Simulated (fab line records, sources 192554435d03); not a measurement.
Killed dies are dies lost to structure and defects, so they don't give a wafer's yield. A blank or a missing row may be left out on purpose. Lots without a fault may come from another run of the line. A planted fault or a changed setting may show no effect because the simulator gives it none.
Which tool did it? | flow n5_finfet | 14 lots, 42 wafers sampled, at 4 steps of a route of 1938

WHAT THE GAUGES READ, wafer by wafer
The record holds no reading of a measuring or inspecting step that can be judged against a usual standard deviation.

WHICH TOOL RAN EACH LOT (tool, then ch and the chambers of the sampled wafers, then the start)
lot  | N5_DUMMY_GATE_DESCUM_20           | N5_DUMMY_GATE_ETCH_37             | N5_DUMMY_GATE_ETCH_23           | N5_SPACER0_ALD_00
L827 | rie_diel-01 ch 0,1, day 3 00:05   | rie_diel-01 ch 0,1, day 3 00:13   | rie_si-04 ch 0,2,3, day 3 00:47 | ald_sin-04 ch 2,3, day 3 01:53
L828 | rie_diel-02 ch 1,3, day 3 06:40   | rie_diel-02 ch 1,3, day 3 06:49   | rie_si-03 ch 1,2, day 3 07:22   | ald_sin-03 ch 0,1,3, day 3 08:01
L829 | rie_diel-01 ch 0,1, day 3 12:23   | rie_diel-01 ch 0,1, day 3 12:31   | rie_si-05 ch 0,1,3, day 3 13:05 | ald_sin-02 ch 0,2, day 3 13:43
L830 | rie_diel-01 ch 1,2, day 3 17:58   | rie_diel-01 ch 1,2, day 3 18:07   | rie_si-03 ch 0,2,3, day 3 18:40 | ald_sin-02 ch 1,3, day 3 19:37
L831 | rie_diel-06 ch 2,3, day 3 21:35   | rie_diel-06 ch 2,3, day 3 21:44   | rie_si-05 ch 1,2,3, day 3 22:19 | ald_sin-03 ch 1,2,3, day 4 00:05
L832 | rie_diel-01 ch 0,1,3, day 4 04:05 | rie_diel-01 ch 0,1,3, day 4 04:13 | rie_si-04 ch 1,2,3, day 4 04:47 | ald_sin-02 ch 1,3, day 4 05:28
L833 | rie_diel-01 ch 2,3, day 4 09:27   | rie_diel-01 ch 2,3, day 4 09:36   | rie_si-03 ch 0,1,2, day 4 10:25 | ald_sin-03 ch 0,2,3, day 4 11:10
L834 | rie_diel-01 ch 2,3, day 4 15:37   | rie_diel-01 ch 2,3, day 4 15:45   | rie_si-04 ch 0,1,2, day 4 16:25 | ald_sin-04 ch 0,1,3, day 4 19:20
L836 | rie_diel-06 ch 1,2, day 5 07:11   | rie_diel-06 ch 1,2, day 5 07:19   | rie_si-03 ch 0,2,3, day 5 07:53 | ald_sin-04 ch 1,2,3, day 5 08:31
L838 | rie_diel-01 ch 1,2, day 5 16:55   | rie_diel-01 ch 1,2, day 5 17:04   | rie_si-04 ch 1,2, day 5 17:37   | ald_sin-04 ch 0,3, day 5 18:25
L839 | rie_diel-06 ch 1,3, day 5 21:47   | rie_diel-06 ch 1,3, day 5 21:56   | rie_si-03 ch 2,3, day 5 22:29   | ald_sin-03 ch 0,1,2, day 5 23:08
L840 | rie_diel-01 ch 0,1,2, day 6 03:50 | rie_diel-01 ch 0,1,2, day 6 03:58 | rie_si-04 ch 0,1,2, day 6 04:34 | ald_sin-03 ch 0,2,3, day 6 05:17
L843 | rie_diel-01 ch 0,1,3, day 6 20:36 | rie_diel-01 ch 0,1,3, day 6 20:44 | rie_si-04 ch 0,1,2, day 6 21:29 | ald_sin-04 ch 0,1,2, day 6 22:07
L846 | rie_diel-06 ch 0,1, day 7 17:40   | rie_diel-06 ch 0,1, day 7 17:49   | rie_si-05 ch 0,1,3, day 7 18:22 | ald_sin-03 ch 1,3, day 7 19:01
- N5_DUMMY_GATE_DESCUM_20: chemistry O2, time 6.2 s.
- N5_DUMMY_GATE_ETCH_37: etches SOC in N2/H2, target depth 60 nm, overetch 30 nm.
- N5_DUMMY_GATE_ETCH_23: etches poly-Si in HBr/Cl2/O2, target depth 41 nm, time 22.3 s.
- N5_SPACER0_ALD_00: deposits SiOCN, target thk 3.5 nm, pulse time 3 s, purge time 2 s.

WHAT THE TOOLS THEMSELVES READ (means of the sampled wafers that have a number; where no wafer has one, the mark that the record gives instead)
N5_DUMMY_GATE_DESCUM_20. Usual: chamber_pressure_mTorr 20.000 mTorr, standard deviation 0.017; drypump_motor_current_A 5.6 A, standard deviation 0.54; o2_flow_sccm 225.0 sccm, standard deviation 0.61; oes_product_au 0.82 a.u., standard deviation 0.078; rf_vpp_V 242.9 V, standard deviation 1.4; showerhead_plenum_p_Torr 2.09 Torr, standard deviation 0.068; temp_c 40.01 C, standard deviation 0.11; throttle_valve_pct 20.29 %, standard deviation 0.17.
lot  | tool        | chamber_pressure_mTorr (mTorr) | drypump_motor_current_A (A) | o2_flow_sccm (sccm) | oes_product_au (a.u.) | rf_vpp_V (V) | showerhead_plenum_p_Torr (Torr) | temp_c (C) | throttle_valve_pct (%) | flag
L827 | rie_diel-01 | 19.994                         | 5.8                         | 225.0               | 0.79                  | 243.3        | 2.08                            | 40.01      | 20.21                  |
L828 | rie_diel-02 | 20.013                         | 5.8                         | 224.4               | 0.71                  | 242.9        | 2.10                            | 39.98      | 20.53                  |
L829 | rie_diel-01 | 20.005                         | 5.8                         | 224.7               | 0.78                  | 242.2        | 2.08                            | 40.05      | 20.21                  |
L830 | rie_diel-01 | 19.994                         | 5.5                         | 225.0               | 0.80                  | 241.9        | 2.03                            | 40.00      | 20.11                  |
L831 | rie_diel-06 | 20.001                         | 5.8                         | 225.2               | 0.85                  | 242.8        | 2.07                            | 40.02      | 20.14                  |
L832 | rie_diel-01 | 19.991                         | 5.4                         | 224.8               | 0.81                  | 242.7        | 2.08                            | 39.99      | 20.26                  |
L833 | rie_diel-01 | 19.991                         | 4.9                         | 224.6               | 0.87                  | 242.5        | 2.05                            | 39.93      | 20.20                  |
L834 | rie_diel-01 | 19.990                         | 4.9                         | 225.6               | 0.85                  | 242.4        | 2.05                            | 40.15      | 20.21                  |
L836 | rie_diel-06 | 20.006                         | 6.0                         | 225.6               | 0.78                  | 244.3        | 2.13                            | 39.97      | 20.24                  |
L838 | rie_diel-01 | 19.990                         | 5.5                         | 224.9               | 0.79                  | 242.4        | 2.02                            | 40.06      | 20.13                  |
L839 | rie_diel-06 | 20.010                         | 6.1                         | 224.4               | 0.90                  | 242.8        | 2.10                            | 40.00      | 20.23                  |
L840 | rie_diel-01 | 19.996                         | 5.5                         | 225.1               | 0.79                  | 243.7        | 2.08                            | 39.99      | 20.27                  |
L843 | rie_diel-01 | 20.019                         | 5.4                         | 225.1               | 0.79                  | 242.7        | 2.08                            | 40.00      | 20.30                  |
L846 | rie_diel-06 | 19.985                         | 6.1                         | 224.9               | 0.95                  | 242.6        | 2.12                            | 40.01      | 20.24                  |

N5_DUMMY_GATE_ETCH_37. Usual: chamber_pressure_mTorr 30.000 mTorr, standard deviation 0.029; drypump_motor_current_A 5.6 A, standard deviation 0.54; oes_product_au 0.64 a.u., standard deviation 0.06; rf_vpp_V 523.5 V, standard deviation 2.5; showerhead_plenum_p_Torr 2.53 Torr, standard deviation 0.084; temp_c 40.00 C, standard deviation 0.11; throttle_valve_pct 17.69 %, standard deviation 0.2.
lot  | tool        | chamber_pressure_mTorr (mTorr) | drypump_motor_current_A (A) | oes_product_au (a.u.) | rf_vpp_V (V) | showerhead_plenum_p_Torr (Torr) | temp_c (C) | throttle_valve_pct (%) | flag
L827 | rie_diel-01 | 29.987                         | 5.8                         | 0.62                  | 522.8        | 2.53                            | 39.88      | 17.66                  |
L828 | rie_diel-02 | 30.010                         | 5.9                         | 0.56                  | 524.2        | 2.55                            | 39.92      | 17.93                  |
L829 | rie_diel-01 | 30.011                         | 5.8                         | 0.62                  | 523.4        | 2.53                            | 39.98      | 17.66                  |
L830 | rie_diel-01 | 30.017                         | 5.5                         | 0.64                  | 521.7        | 2.47                            | 39.96      | 17.51                  |
L831 | rie_diel-06 | 30.008                         | 5.8                         | 0.68                  | 523.7        | 2.50                            | 40.01      | 17.53                  |
L832 | rie_diel-01 | 30.001                         | 5.4                         | 0.63                  | 522.7        | 2.53                            | 40.15      | 17.70                  |
L833 | rie_diel-01 | 29.993                         | 4.8                         | 0.67                  | 522.8        | 2.49                            | 39.89      | 17.58                  |
L834 | rie_diel-01 | 30.024                         | 4.9                         | 0.67                  | 521.5        | 2.49                            | 40.02      | 17.58                  |
L836 | rie_diel-06 | 29.998                         | 6.0                         | 0.62                  | 525.3        | 2.59                            | 39.88      | 17.67                  |
L838 | rie_diel-01 | 30.025                         | 5.5                         | 0.63                  | 521.0        | 2.46                            | 40.04      | 17.54                  |
L839 | rie_diel-06 | 29.986                         | 6.2                         | 0.71                  | 524.6        | 2.55                            | 39.99      | 17.58                  |
L840 | rie_diel-01 | 30.019                         | 5.5                         | 0.62                  | 523.6        | 2.53                            | 40.03      | 17.73                  |
L843 | rie_diel-01 | 29.986                         | 5.4                         | 0.62                  | 523.3        | 2.53                            | 40.07      | 17.73                  |
L846 | rie_diel-06 | 29.969                         | 6.1                         | 0.75                  | 524.4        | 2.56                            | 39.99      | 17.53                  |

N5_DUMMY_GATE_ETCH_23. Usual: chamber_pressure_mTorr 10.000 mTorr, standard deviation 0.0089; drypump_motor_current_A 5.7 A, standard deviation 0.5; mfc_cl2_sccm 80.03 sccm, standard deviation 0.24; oes_product_au 0.994 a.u., standard deviation 0.012; throttle_valve_pct 37.27 %, standard deviation 0.24.
lot  | tool      | chamber_pressure_mTorr (mTorr) | drypump_motor_current_A (A) | mfc_cl2_sccm (sccm) | oes_product_au (a.u.) | throttle_valve_pct (%) | flag
L827 | rie_si-04 | 10.000                         | 5.9                         | 80.09               | 0.990                 | 37.10                  |
L828 | rie_si-03 | 10.000                         | 5.7                         | 80.33               | 1.000                 | 37.56                  |
L829 | rie_si-05 | 10.002                         | 6.1                         | 79.95               | 1.001                 | 37.46                  |
L830 | rie_si-03 | 9.993                          | 5.5                         | 80.03               | 1.008                 | 37.29                  |
L831 | rie_si-05 | 10.000                         | 6.1                         | 79.81               | 0.995                 | 37.43                  |
L832 | rie_si-04 | 10.000                         | 5.6                         | 79.85               | 0.984                 | 37.23                  |
L833 | rie_si-03 | 10.007                         | 5.4                         | 79.88               | 0.997                 | 37.40                  |
L834 | rie_si-04 | 10.001                         | 5.4                         | 80.08               | 0.994                 | 37.28                  |
L836 | rie_si-03 | 10.002                         | 5.5                         | 79.91               | 0.995                 | 37.31                  |
L838 | rie_si-04 | 10.010                         | 5.2                         | 79.98               | 0.988                 | 37.41                  |
L839 | rie_si-03 | 10.006                         | 5.8                         | 80.27               | 1.007                 | 37.26                  |
L840 | rie_si-04 | 10.003                         | 5.4                         | 80.07               | 0.997                 | 37.28                  |
L843 | rie_si-04 | 9.996                          | 5.5                         | 80.15               | 0.992                 | 37.27                  |
L846 | rie_si-05 | 10.001                         | 6.2                         | 80.34               | 1.009                 | 37.45                  |

N5_SPACER0_ALD_00. Usual: heater_power_w 822 W, standard deviation 74; precursor_pulse_height_rel 0.999, standard deviation 0.02; susceptor_temp_C 400.06 C, standard deviation 0.22.
lot  | tool       | heater_power_w (W) | precursor_pulse_height_rel | susceptor_temp_C (C) | flag
L827 | ald_sin-04 | 780                | 0.995                      | 400.12               |
L828 | ald_sin-03 | 896                | 1.004                      | 400.15               |
L829 | ald_sin-02 | 858                | 0.991                      | 399.82               |
L830 | ald_sin-02 | 825                | 1.004                      | 399.85               |
L831 | ald_sin-03 | 896                | 0.992                      | 399.94               |
L832 | ald_sin-02 | 834                | 0.982                      | 400.30               |
L833 | ald_sin-03 | 847                | 0.983                      | 400.08               |
L834 | ald_sin-04 | 778                | 1.001                      | 400.03               |
L836 | ald_sin-04 | 811                | 1.020                      | 400.06               |
L838 | ald_sin-04 | 742                | 0.999                      | 400.00               |
L839 | ald_sin-03 | 832                | 1.008                      | 399.96               |
L840 | ald_sin-03 | 832                | 1.000                      | 399.97               |
L843 | ald_sin-04 | 751                | 1.022                      | 400.25               |
L846 | ald_sin-03 | 931                | 1.006                      | 400.26               |

THE ANSWER, worked out from the rows above alone
Rule: a lot is off if the mean of its wafers that have a number lies more than 3 standard deviations from the usual mean. A lot without any number at a reading at which 4 lots or more have one is off too. The other lots that the step has rows for count as sound. The gauges are gone through in route order, then the tools' own readings, and for those a lot's mean is taken as printed above. The first step at which some lot is off is used, and at that step the reading that is off furthest; a lot without a number counts as furthest.
No lot is off at any reading shown: from this, nothing can be told.

WHAT THE SIMULATOR HAD PUT IN
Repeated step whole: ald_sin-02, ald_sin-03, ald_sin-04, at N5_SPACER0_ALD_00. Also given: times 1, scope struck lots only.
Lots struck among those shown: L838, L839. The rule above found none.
